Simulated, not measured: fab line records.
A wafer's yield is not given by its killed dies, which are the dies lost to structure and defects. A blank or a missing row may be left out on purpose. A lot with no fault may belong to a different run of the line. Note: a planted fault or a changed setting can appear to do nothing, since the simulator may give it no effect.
A struck lot beside a sound one    flow n5_finfet    14 steps out of a route of 1938
Sound: wafers L622.1, L622.2, L622.5. Struck: wafer L635.1; the same lot's L635.2 was not struck, so it is left out; see the end for the cause.
Per side, at each step with rows, come the tool, then ch with its chambers, and then its first start. Under that, the readings that differ: sound wafers    struck wafers    difference of the means    sigmas: that difference in standard deviations of wafers without a fault.
alike: words and numbers the same on both sides, and readings whose means are apart by under 2 such deviations; not compared: readings that were withheld, readings missing a value for some wafer, numbers with overlapping values and no deviation given by the record, and bounds like >300 which may hide the same value.
A row with sigmas, a row that says differs or no value, or rows on one side alone: a step with any of these is where the two part. Non-overlapping numbers with no deviation appear without sigmas and do not part them. Lack of a reading on every wafer of one side parts them only where that side has two or more wafers.

first, 3 steps without rows for these wafers: N5_BEOL_M7_EXPOSE_25 (exposes mask V6, target cd 40 nm); N5_BEOL_M7_PEB_26 (peb time 60 s); N5_BEOL_M7_DEVELOP_27 (develop time 30 s).
N5_BEOL_M7_CD_MEAS_28: target cd 40 nm.
  sound on cd_sem-03 ch 0, day 9 15:25; struck on cd_sem-03 ch 0, day 14 00:20
  alike: cd_nm
N5_BEOL_M7_OVL_MEAS_29:
  sound on overlay-02 ch 0, day 9 15:27; struck on overlay-02 ch 0, day 14 00:22
  alike: V6_OVL
N5_BEOL_M7_INSPECT_30: inspects for defects (brightfield).
  sound on defect_inspect-01 at day 9 15:31; struck on defect_inspect-01 at day 14 00:25
  alike: raw_defect_count
N5_BEOL_M7_DESCUM_33: chemistry O2, time 7 s.
  sound on rie_diel-04 ch 0,3, day 9 15:32; struck on rie_diel-03 ch 2, day 14 00:36
reading       sound              struck  difference  sigmas
rf_vpp_V (V)  244.2 242.3 242.5  240.4   -2.6        -2
  alike: drypump_motor_current_A, oes_product_au, showerhead_plenum_p_Torr, throttle_valve_pct
  not compared: rf_hours_counter_h
N5_BEOL_M7_ETCH_72: etches underlayer in N2/H2, target depth 6.5 nm, time 5.2 s.
  sound on rie_diel-04 ch 0,3, day 9 15:35; struck on rie_diel-03 ch 2, day 14 00:38
  alike: drypump_motor_current_A, etch_rf_on_time_s, oes_product_au, rf_vpp_V, showerhead_plenum_p_Torr, throttle_valve_pct
  not compared: rf_hours_counter_h
N5_BEOL_M7_ETCH_65: etches SiARC in CF4, target depth 15.6 nm, time 26 s.
  sound on rie_diel-04 ch 0,3, day 9 15:35; struck on rie_diel-03 ch 2, day 14 00:40
  alike: drypump_motor_current_A, etch_rf_on_time_s, oes_product_au, rf_vpp_V, showerhead_plenum_p_Torr, throttle_valve_pct
  not compared: rf_hours_counter_h
N5_BEOL_M7_ETCH_66: etches SOC in N2/H2, target depth 80 nm, overetch 16 nm, time 120 s.
  sound on rie_diel-04 ch 0,3, day 9 15:37; struck on rie_diel-03 ch 2, day 14 00:41
reading       sound              struck  difference  sigmas
rf_vpp_V (V)  527.7 521.9 522.5  519.4   -4.6        -2
  alike: drypump_motor_current_A, oes_product_au, run_length_s, showerhead_plenum_p_Torr, throttle_valve_pct
  not compared: rf_hours_counter_h
then, 2 steps without rows for these wafers: N5_BEOL_M7_STRIP_69 (strips in N2/H2); N5_BEOL_M7_STRIP_73 (strips in N2/H2).
N5_BEOL_M7_VIA_ETCH_34: etches SiCOH lowk in C4F6/O2, target depth 125.5 nm, time 50.5 s.
  sound on rie_diel-04 ch 0,3, day 9 15:43; struck on rie_diel-03 ch 2, day 14 00:47
reading                                   sound              struck  difference  sigmas
rf_vpp_V (V)                              683 686 687        635     -50         -3
run_length_s (s)                          73.8 73.9 73.7     70.2    -3.6        -9
model.etch.depth_nm (nm)                  123.5 125.4 124.7  114     -11         
model.SOC_of_BEOL_M7_COAT_63.thk_nm (nm)  53.8 54 54         54.2    +0.3        
  alike: drypump_motor_current_A, oes_ar_750_au, oes_o_777_au, oes_product_au, showerhead_plenum_p_Torr, throttle_valve_pct
  not compared: rf_hours_counter_h
then, 1 step without rows for these wafers: N5_BEOL_M7_STRIP_76 (strips in C4F6/O2).

## WHERE THEY PART
First at N5_BEOL_M7_DESCUM_33; last, within this record, at N5_BEOL_M7_VIA_ETCH_34.

WHY: what the simulator had put in
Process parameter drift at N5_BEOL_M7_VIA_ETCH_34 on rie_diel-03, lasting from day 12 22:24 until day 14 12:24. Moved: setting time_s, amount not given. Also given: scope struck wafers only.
